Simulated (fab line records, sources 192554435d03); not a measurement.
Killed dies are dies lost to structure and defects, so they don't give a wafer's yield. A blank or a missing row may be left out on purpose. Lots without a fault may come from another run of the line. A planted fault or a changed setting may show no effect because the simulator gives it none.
fab line records | flow n5_finfet | part 1 of 2: steps 1 to 20 of 31
record lots=5 wafers=15 last_day=15
route steps=1938 shown MOL_CONTACT_COAG@617 BEOL_M0_SAQP@632
lots that met no fault: from a run of the same line without faults
start_h: hours from the record's first day to the start of the lot's first wafer shown | wait_h: hours since the lot's step before | " the same as in the row above | L1.1+2: a row that stands for several wafers | - no value, or no start given | * or withheld: withheld | < > ~ a bound
route shown NAME@n: a module of which the file shows steps, and the number in the route of the first | usual: mean/standard deviation of fault-free wafers | same: alike in all rows | chamber/n: place in a boat | sites: the reading at each site | _std_site: their standard deviation | _edge_site: outer sites' mean less inner sites' | radius_mm: how far each site lies from the wafer's centre | mask NAME#n: copy n | behind: the tool/chamber that last shaped the wafer | hold: why the lot was held/for how many hours/how that ended | device: the transistor (n, p or np) that didn't switch | end of line: the same wafers' tests at the end of the route | a step without rows: its recipe alone | killed: dies lost to structure and defects at the first sort, not the wafer's yield | map: a wafer's dies, x killed, . not, _ none there
set.NAME: the setting as run; set.NAME@STEP: as run at that earlier step | model.NAME: the simulator's own value behind a step, which no gauge read
lots at some steps of the route; a table a step, a row a wafer
services: from which hour (start_h, from the record's first day; less than 0 if before it) a tool's chamber was out of use, for how many hours, and why
## steps
# step N5_MOL_CONTACT_COAG_ETCH_48
# recipe chemistry=C4F6/O2 target_depth_a=150 overetch_a=45 mask_material=SOC target=SiOC bias_w=465 pressure_mtorr=10 time_s=17 source_w=335 Ar_flow_sccm=300 C4F6_flow_sccm=10 O2_flow_sccm=10 ion_energy_ev=576
# usual drypump_motor_current_A=5.6/0.48 oes_product_au=0.66/0.083 rf_fwd_power_W=332.7/1.3 rf_vpp_V=1587/30 showerhead_plenum_p_Torr=2.86/0.11 throttle_valve_pct=40.4/0.65
# columns lot.wafer tool chamber start_h wait_h drypump_motor_current_A oes_product_au rf_fwd_power_W rf_hours_counter_h rf_vpp_V showerhead_plenum_p_Torr throttle_valve_pct
L074.1 rie_diel-03 3 99.68 0.0 6.4 0.68 333.0 98 1568 2.74 41.0
L074.2 " 2 " " 4.7 0.52 329.5 217 1564 2.80 40.6
L074.3 " 0 " " 5.2 0.58 333.9 241 1576 2.73 41.3
L075.1 rie_diel-05 0 105.20 0.0 5.2 0.67 331.7 161 1536 2.83 39.6
L075.2 " 2 " " 6.2 0.62 333.5 172 1528 2.73 41.8
L075.6 " 1 " " 5.4 0.64 333.7 - 1552 2.81 40.6
L082.2 rie_diel-03 2 150.84 0.0 4.7 0.58 331.6 238 1561 2.79 40.6
L082.3 " 3 " " 6.4 0.67 333.0 120 1566 2.73 41.1
L082.6 " 2 " " 4.7 0.61 332.9 - 1563 2.79 40.6
L083.1 rie_diel-03 2 153.29 0.0 4.7 0.59 330.3 239 1562 2.79 40.6
L083.2 " 1 " " 5.4 0.73 332.2 17 1573 2.80 39.8
L083.4 " 3 " " 6.4 0.61 331.4 121 1566 2.73 41.1
L085.2 rie_diel-01 1 165.58 0.0 5.9 0.62 332.1 177 1633 2.92 40.2
L085.4 " 3 " " 5.7 0.81 333.4 5 1606 2.78 39.5
L085.6 " 0 " " 6.0 0.59 333.9 - 1620 2.91 40.1
# step N5_MOL_CONTACT_COAG_STRIP_72
# recipe chemistry=N2/H2 power_w=450 temp_c=40 pressure_mtorr=20 rf_frequency_hz=6e+07 overash_fraction=3 bias_power_w=7 h2_frac=0.5 n2_flow_sccm=200 h2_flow_sccm=200
# usual drypump_motor_current_A=5.6/0.49 oes_product_au=0.77/0.092 rf_vpp_V=59.2/2.2 showerhead_plenum_p_Torr=2.55/0.095 throttle_valve_pct=23.5/0.41
# columns lot.wafer tool chamber start_h wait_h drypump_motor_current_A oes_product_au rf_hours_counter_h rf_vpp_V showerhead_plenum_p_Torr throttle_valve_pct
L074.1 rie_diel-03 3 99.73 0.0 6.5 0.79 98 58.9 2.46 24.1
L074.2 " 2 " " 4.7 0.71 217 56.5 2.52 23.8
L074.3 " 0 " " 5.2 0.69 241 59.4 2.38 23.6
L075.1 rie_diel-05 0 105.25 0.0 5.2 0.70 161 60.4 2.52 22.9
L075.2 " 2 " " 6.2 0.72 172 56.3 2.44 24.2
L075.6 " 1 " " 5.4 0.72 - 57.5 2.51 23.4
L082.2 rie_diel-03 2 150.89 0.0 4.7 0.70 238 58.3 2.51 23.7
L082.3 " 3 " " 6.4 0.76 120 60.8 2.45 24.1
L082.6 " 2 " " 4.7 0.68 - 56.7 2.51 23.8
L083.1 rie_diel-03 2 153.34 0.0 4.7 0.69 239 62.0 2.51 23.8
L083.2 " 1 " " 5.4 0.88 17 58.6 2.47 22.8
L083.4 " 3 " " 6.5 0.76 121 57.3 2.45 24.1
L085.2 rie_diel-01 1 165.63 0.0 5.9 0.70 177 57.2 2.62 23.6
L085.4 " 3 " " 5.7 0.93 5 57.0 2.49 23.0
L085.6 " 0 " " 6.0 0.70 - 62.9 2.63 23.7
# step N5_MOL_CONTACT_COAG_STRIP_49
# recipe chemistry=N2/H2 time_s=30 power_w=1000 temp_c=250 pressure_mtorr=withheld n2_flow_sccm=1750 h2_flow_sccm=3250
# usual drypump_motor_current_A=5.91/0.13 heater_power_w=345/54
# columns lot.wafer tool chamber start_h wait_h drypump_motor_current_A heater_power_w rf_hours_counter_h
L074.1 plasma_asher-01 1 99.92 - 5.89 290 41
L074.2 " 0 " " 6.01 409 41
L074.3 " 1 " " 5.91 282 -
L075.1 plasma_asher-01 1 105.33 - 5.91 277 41
L075.2 " 0 " " 6.03 392 41
L075.6 " 0 " " 6.03 397 -
L082.2 plasma_asher-01 1 150.97 - 5.96 283 51
L082.3 " 0 " " 6.01 400 -
L082.6 " 1 " " 5.93 274 -
L083.1 plasma_asher-01 0 153.42 - 5.99 409 52
L083.2 " 1 " " 5.99 276 52
L083.4 " 0 " " 6.02 395 -
L085.2 plasma_asher-01 1 165.71 - 5.92 273 54
L085.4 " 1 " " 5.95 276 -
L085.6 " 0 " " 5.99 386 -
# step N5_MOL_CONTACT_COAG_PRECLEAN_138
# recipe chemistry=alkaline_clean temp_c=60 time_s=60 do_ppb=50
# usual do_ppb=50.0/0.56
# columns lot.wafer tool chamber start_h wait_h do_ppb
L074.1 wet_bench-06 6 100.01 0.1 50.0
L074.2 " 2 " " 50.7
L074.3 " 0 " " 50.6
L075.1 wet_bench-01 2 105.42 0.1 49.3
L075.2 " 7 " " 49.7
L075.6 " 6 " " 50.1
L082.2 wet_bench-06 2 151.06 0.1 50.6
L082.3 " 1 " " 50.1
L082.6 " 3 " " 50.3
L083.1 wet_bench-01 2 153.51 0.1 49.7
L083.2 " 7 " " 49.8
L083.4 " 4 " " 49.9
L085.2 wet_bench-01 2 165.80 0.1 50.5
L085.4 " 3 " " 49.5
L085.6 " 6 " " 49.7
# step N5_MOL_CONTACT_COAG_SRD_139
# recipe dry=ipa_marangoni time_s=30 temp_c=23 rinse_liquid=diw
# columns lot.wafer tool chamber start_h wait_h
L074.1+2+3 wet_bench-06 6,2,0 100.03 0.0
L075.1+2+6 wet_bench-01 2,7,6 105.44 0.0
L082.2+3+6 wet_bench-06 2,1,3 151.08 0.0
L083.1+2+4 wet_bench-01 2,7,4 153.53 0.0
L085.2+4+6 wet_bench-01 2,3,6 165.82 0.0
# step N5_MOL_CONTACT_COAG_CD_MEAS_101
# recipe target_cd_nm=16
# usual cd_nm=15.9/0.45
# columns lot.wafer tool chamber start_h wait_h cd_nm
L074.1 cd_sem-02 - 100.07 0.0 16.1
L074.2 " - " " 14.8
L074.3 " - " " 14.8
L075.1 cd_sem-01 - 105.48 0.0 15.7
L075.2 " - " " 15.3
L075.6 " - " " 15.8
L082.2 cd_sem-01 - 151.13 0.0 15.3
L082.3 " - " " 16.2
L082.6 " - " " 15.5
L083.1 cd_sem-02 - 153.57 0.0 15.1
L083.2 " - " " 15.2
L083.4 " - " " 15.7
L085.2 cd_sem-02 - 165.86 0.0 16.3
L085.4 " - " " 16.8
L085.6 " - " " 15.5
# step N5_MOL_CONTACT_COAG_PRE_CLEAN_121
# recipe gas=H2/He time_s=* temp_c=withheld
# columns lot.wafer tool chamber start_h wait_h
L074.1+2+3 cvd_w-02 0,1,0 100.11 0.0
L075.1+2+6 cvd_w-02 0,1,0 105.52 0.0
L082.2+3+6 cvd_w-01 1,1,0 151.17 0.0
L083.1+2+4 cvd_w-01 0,1,1 153.61 0.0
L085.2+4+6 cvd_w-01 1,1,0 165.90 0.0
# step N5_MOL_CONTACT_COAG_CVD_140
# recipe material=W target_thk_a=665 mode=selective_fill temp_c=300 time_s=215
# usual heater_power_w=469/24
# columns lot.wafer tool chamber start_h wait_h heater_power_w
L074.1 cvd_w-02 0 100.20 0.1 464
L074.2 " 1 " " 450
L074.3 " 0 " " 479
L075.1 cvd_w-02 0 105.61 0.1 462
L075.2 " 1 " " 448
L075.6 " 0 " " 455
L082.2 cvd_w-01 1 151.26 0.1 517
L082.3 " 1 " " 492
L082.6 " 0 " " 448
L083.1 cvd_w-01 0 153.70 0.1 464
L083.2 " 1 " " 499
L083.4 " 1 " " 492
L085.2 cvd_w-01 1 165.99 0.1 505
L085.4 " 1 " " 508
L085.6 " 0 " " 456
# step N5_MOL_CONTACT_COAG_PRECLEAN_127
# recipe chemistry=DIW time_s=57.5 temp_c=23
# columns lot.wafer tool chamber start_h wait_h
L074.1+2+3 wet_bench-06 2,4,0 100.47 0.2
L075.1+2+6 wet_bench-04 5,1,6 105.88 0.2
L082.2+3+6 wet_bench-06 6,3,7 151.53 0.2
L083.1+2+4 wet_bench-04 5,6,2 153.97 0.2
L085.2+4+6 wet_bench-06 6,7,2 166.26 0.2
# step N5_MOL_CONTACT_COAG_SRD_128
# recipe dry_time_s=32 dry=n2_spin spin_rpm=1500
# columns lot.wafer tool chamber start_h wait_h
L074.1+2+3 wet_bench-06 2,4,0 100.49 0.0
L075.1+2+6 wet_bench-04 5,1,6 105.90 0.0
L082.2+3+6 wet_bench-06 6,3,7 151.55 0.0
L083.1+2+4 wet_bench-04 5,6,2 153.99 0.0
L085.2+4+6 wet_bench-06 6,7,2 166.28 0.0
# step N5_MOL_CONTACT_COAG_CMP_52
# recipe stop_on=SiO2 t_overpolish_s=1.5 post_cmp_clean=w_dilute_nh4oh down_force_psi=4 platen_rpm=50.289 pad_velocity_m_s=1.0006 target_thk_nm=66.5
# usual motor_current_A=12.3/1.6 overpolish_run_s=1.501/0.009 retaining_ring_pressure_frac=1.000/0.005 time_to_endpoint_s=13.3/2.9
# columns lot.wafer tool chamber start_h wait_h motor_current_A overpolish_run_s retaining_ring_pressure_frac time_to_endpoint_s
L074.2 cmp-03 2 100.52 0.0 11.1 1.487 0.998 13.9
L074.3 " 3 " " 12.4 1.508 1.000 14.8
L074.1 " 1 " " 11.5 1.513 1.000 16.0
L075.2 cmp-02 2 105.93 0.0 10.7 1.495 1.003 18.5
L075.1 " 1 " " 12.4 1.515 0.997 12.1
L075.6 " 3 " " 12.8 1.482 1.004 13.0
L082.3 cmp-04 2 151.59 0.0 13.9 1.505 0.996 16.3
L082.2 " 3 " " 15.8 1.504 0.997 18.2
L082.6 " 3 " " 15.5 1.506 0.994 17.0
L083.2 cmp-02 2 154.02 0.0 10.6 1.508 0.995 13.7
L083.4 " 3 " " 12.8 1.494 0.996 10.9
L083.1 " 0 " " 14.6 1.498 1.000 6.5
L085.2 cmp-02 0 166.35 0.1 15.6 1.509 1.005 10.3
L085.4 " 1 " " 12.7 1.497 1.002 11.1
L085.6 " 0 " " 15.5 1.503 1.006 8.9
# step N5_MOL_CONTACT_COAG_THK_MEAS_53
# recipe reads=SiO2_of_MOL_CONTACT_COAG_PECVD_31
# usual VIA_MOL_THK=43.7/0.85
# columns lot.wafer tool chamber start_h wait_h VIA_MOL_THK[nm]
L074.1 film_metro-01 - 100.82 - 43.6
L074.2 " - " " 44.0
L074.3 " - " " 43.7
L075.1 film_metro-01 - 106.23 - 42.6
L075.2 " - " " 41.4
L075.6 " - " " 42.8
L082.2 film_metro-02 - 151.88 - 43.0
L082.3 " - " " 41.9
L082.6 " - " " 44.2
L083.1 film_metro-02 - 154.31 - 43.4
L083.2 " - " " 43.4
L083.4 " - " " 43.0
L085.2 film_metro-02 - 166.61 - 44.5
L085.4 " - " " 45.8
L085.6 " - " " 44.8
# step N5_MOL_CONTACT_COAG_ANNEAL_112
# recipe temp_c=400 time_s=1800 ambient=HPD2 pressure_atm=10
# usual wafer_temp_C_max=402.5/0.47 zone_power_bottom_pct=13.79/0.14 zone_power_lower_pct=9.14/0.092
# columns lot.wafer tool chamber start_h wait_h wafer_temp_C_max zone_power_bottom_pct zone_power_lower_pct
L074.1 hp_anneal-01 0 100.84 0.0 402.3 13.75 9.22
L074.2 " 0 " " 402.7 13.91 9.34
L074.3 " 0 " " 402.3 13.78 9.24
L075.1 hp_anneal-01 0 106.25 0.0 402.2 13.75 9.05
L075.2 " 0 " " 403.0 13.67 9.17
L075.6 " 0 " " 402.3 13.96 9.21
L082.2 hp_anneal-01 0 151.91 0.0 402.0 13.89 9.10
L082.3 " 0 " " 401.9 13.98 9.21
L082.6 " 0 " " 401.9 13.86 9.17
L083.1 hp_anneal-01 0 154.91 0.6 404.4 13.60 9.16
L083.2 " 0 " " 402.7 13.68 9.22
L083.4 " 0 " " 402.6 13.66 9.22
L085.2 hp_anneal-01 0 166.63 0.0 402.4 13.68 9.20
L085.4 " 0 " " 402.1 13.74 9.16
L085.6 " 0 " " 402.1 13.74 9.09
# step N5_MOL_CONTACT_COAG_INSPECT_97
# recipe inspect_instrument=darkfield mode=post_anneal
# usual raw_defect_count=50/20
# columns lot.wafer tool chamber start_h wait_h raw_defect_count
L074.1 defect_inspect-02 - 103.87 0.0 29
L074.2 " - " " 29
L074.3 " - " " 22
L075.1 defect_inspect-01 - 109.29 0.0 42
L075.2 " - " " 32
L075.6 " - " " 33
L082.2 defect_inspect-02 - 154.95 0.0 50
L082.3 " - " " 89
L082.6 " - " " 87
L083.1 defect_inspect-02 - 157.95 0.0 33
L083.2 " - " " 23
L083.4 " - " " 37
L085.2 defect_inspect-02 - 169.68 0.0 65
L085.4 " - " " 74
L085.6 " - " " 31
# step N5_BEOL_M0_SAQP_PECVD_00
# recipe material=SiCN target_thk_a=80 temp_c=withheld precursor=3MS/NH3 pressure_torr=3 rf_w=202 time_s=14
# usual rf_fwd_power_W=198.3/1.1 showerhead_plenum_p_Torr=3.662/0.016 throttle_valve_pct=8.9/0.5
# columns lot.wafer tool chamber start_h wait_h rf_fwd_power_W showerhead_plenum_p_Torr throttle_valve_pct
L074.1 pecvd-04 0 104.20 0.2 198.5 3.660 8.4
L074.2 " 2 " " 196.9 3.648 8.2
L074.3 " 1 " " 200.3 3.663 8.7
L075.1 pecvd-04 0 109.63 0.2 197.4 3.672 8.4
L075.2 " 2 " " 198.2 3.648 8.1
L075.6 " 1 " " 200.9 3.660 8.8
L082.2 pecvd-04 2 155.27 0.2 198.1 3.641 8.1
L082.3 " 1 " " 199.4 3.645 8.7
L082.6 " 2 " " 197.7 3.648 8.3
L083.1 pecvd-02 2 158.28 0.2 199.1 3.659 8.6
L083.2 " 0 " " 198.4 3.696 9.2
L083.4 " 0 " " 197.5 3.687 9.4
L085.2 pecvd-04 2 170.00 0.2 198.0 3.633 8.1
L085.4 " 2 " " 198.8 3.640 8.2
L085.6 " 2 " " 198.9 3.640 8.4
# step N5_BEOL_M0_SAQP_ILD_DEP_01
# recipe material=SiOC target_thk_a=454.19 temp_c=350 precursor=DEMS/O2 pressure_torr=5 rf_w=500 time_s=8.7
# usual heater_power_w=520/58 rf_fwd_power_W=492.6/2.9 showerhead_plenum_p_Torr=5.691/0.018 throttle_valve_pct=11.7/0.62
# columns lot.wafer tool chamber start_h wait_h heater_power_w rf_fwd_power_W showerhead_plenum_p_Torr throttle_valve_pct
L074.1 pecvd-04 0 104.23 0.0 646 494.7 5.700 11.5
L074.2 " 2 " " 467 491.5 5.682 10.6
L074.3 " 1 " " 514 496.3 5.691 11.3
L075.1 pecvd-04 0 109.66 0.0 523 495.7 5.702 11.1
L075.2 " 2 " " 509 495.1 5.665 10.6
L075.6 " 1 " " 526 499.7 5.674 11.4
L082.2 pecvd-04 2 155.29 0.0 492 496.3 5.672 10.9
L082.3 " 1 " " 452 494.0 5.677 11.4
L082.6 " 2 " " 511 493.9 5.666 10.7
L083.1 pecvd-02 2 158.31 0.0 600 492.5 5.684 11.5
L083.2 " 0 " " 442 490.2 5.722 12.0
L083.4 " 0 " " 454 492.2 5.723 12.0
L085.2 pecvd-04 2 170.08 0.1 533 490.4 5.683 10.8
L085.4 " 2 " " 420 491.1 5.668 10.8
L085.6 " 2 " " 430 491.9 5.677 11.1
# step N5_BEOL_M0_SAQP_HM_DEP_02
# recipe material=TiN target_thk_a=120 temp_c=25 chamber_pressure_pa=0.49996
# usual chamber_pressure_pa=0.4998/0.00097 throttle_valve_pct=30.0/0.83
# columns lot.wafer tool chamber start_h wait_h chamber_pressure_pa throttle_valve_pct
L074.1 pvd_sputter-03 - 105.13 0.9 0.4999 30.9
L074.2 " - " " 0.4993 29.0
L074.3 " - " " 0.5006 30.4
L075.1 pvd_sputter-01 - 110.81 1.1 0.4984 30.7
L075.2 " - " " 0.5007 28.6
L075.6 " - " " 0.4994 30.4
L082.2 pvd_sputter-02 - 155.83 0.5 0.4988 29.8
L082.3 " - " " 0.4994 30.3
L082.6 " - " " 0.4995 29.9
L083.1 pvd_sputter-02 - 159.13 0.8 0.5013 30.0
L083.2 " - " " 0.5013 29.9
L083.4 " - " " 0.5000 30.0
L085.2 pvd_sputter-02 - 172.42 2.3 0.4992 30.0
L085.4 " - " " 0.4992 30.1
L085.6 " - " " 0.4987 30.1
# step N5_BEOL_M0_SAQP_PECVD_03
# recipe material=SiCN target_thk_a=120 temp_c=withheld precursor=3MS/NH3 pressure_torr=3 rf_w=202 time_s=21.1
# usual rf_fwd_power_W=198.9/1 showerhead_plenum_p_Torr=3.661/0.015 throttle_valve_pct=9.1/0.49
# columns lot.wafer tool chamber start_h wait_h rf_fwd_power_W showerhead_plenum_p_Torr throttle_valve_pct
L074.1 pecvd-02 2 105.25 0.1 199.2 3.645 8.6
L074.2 " 1 " " 198.1 3.663 9.5
L074.3 " 0 " " 198.9 3.696 8.9
L075.1 pecvd-01 0 110.93 0.1 199.6 3.649 9.6
L075.2 " 1 " " 197.9 3.654 9.6
L075.6 " 1 " " 198.1 3.660 9.7
L082.2 pecvd-01 1 155.95 0.1 197.6 3.662 9.6
L082.3 " 0 " " 199.1 3.649 9.5
L082.6 " 1 " " 197.6 3.660 9.8
L083.1 pecvd-01 1 159.25 0.1 198.4 3.661 9.7
L083.2 " 0 " " 199.5 3.648 9.6
L083.4 " 0 " " 199.7 3.647 9.7
L085.2 pecvd-02 2 172.55 0.1 200.3 3.657 8.9
L085.4 " 0 " " 198.1 3.697 9.1
L085.6 " 1 " " 198.4 3.656 9.2
# step N5_BEOL_M0_SAQP_PECVD_96
# recipe material=a-Si target_thk_a=450 temp_c=350 precursor=SiH4/He pressure_torr=3 rf_w=100 time_s=45.2
# usual heater_power_w=649/58 rf_fwd_power_W=99.1/0.42 showerhead_plenum_p_Torr=5.65/0.053 throttle_valve_pct=18.2/0.96
# columns lot.wafer tool chamber start_h wait_h heater_power_w rf_fwd_power_W showerhead_plenum_p_Torr throttle_valve_pct
L074.1 pecvd-02 2 105.28 0.0 651 99.6 5.65 17.6
L074.2 " 1 " " 726 98.3 5.65 18.8
L074.3 " 0 " " 632 98.4 5.78 18.2
L075.1 pecvd-01 0 110.96 0.0 604 99.1 5.60 19.4
L075.2 " 1 " " 561 98.5 5.65 19.5
L075.6 " 1 " " 578 99.5 5.63 19.4
L082.2 pecvd-01 1 155.98 0.0 575 98.7 5.64 19.4
L082.3 " 0 " " 627 99.5 5.59 19.4
L082.6 " 1 " " 582 98.8 5.63 19.8
L083.1 pecvd-01 1 159.28 0.0 634 99.2 5.62 19.5
L083.2 " 0 " " 655 99.5 5.60 19.4
L083.4 " 0 " " 651 99.2 5.61 19.3
L085.2 pecvd-02 2 172.58 0.0 665 99.1 5.63 17.8
L085.4 " 0 " " 644 98.6 5.75 18.3
L085.6 " 1 " " 692 98.6 5.65 19.2
# step N5_BEOL_M0_SAQP_PECVD_97
# recipe material=SiNx target_thk_a=230 temp_c=350 precursor=SiH4/NH3/N2 pressure_torr=1.5 rf_w=300 time_s=19.9
# usual heater_power_w=582/66 rf_fwd_power_W=296.7/1.2 showerhead_plenum_p_Torr=5.12/0.072 throttle_valve_pct=39.9/2.1
# columns lot.wafer tool chamber start_h wait_h heater_power_w rf_fwd_power_W showerhead_plenum_p_Torr throttle_valve_pct
L074.1 pecvd-02 2 105.32 0.0 660 297.1 5.10 38.3
L074.2 " 1 " " 677 296.5 5.12 41.6
L074.3 " 0 " " 576 295.7 5.28 40.1
L075.1 pecvd-01 0 111.01 0.0 562 298.9 5.05 42.7
L075.2 " 1 " " 554 294.7 5.11 42.8
L075.6 " 1 " " 558 295.6 5.10 42.8
L082.2 pecvd-01 1 156.03 0.0 563 295.8 5.10 42.6
L082.3 " 0 " " 572 298.9 5.05 42.4
L082.6 " 1 " " 462 297.5 5.11 43.0
L083.1 pecvd-01 1 159.33 0.0 562 294.3 5.11 42.6
L083.2 " 0 " " 496 297.7 5.05 42.5
L083.4 " 0 " " 508 296.9 5.04 42.7
L085.2 pecvd-02 2 172.62 0.0 668 296.9 5.11 38.8
L085.4 " 0 " " 587 294.4 5.27 40.0
L085.6 " 1 " " 659 296.1 5.12 41.5
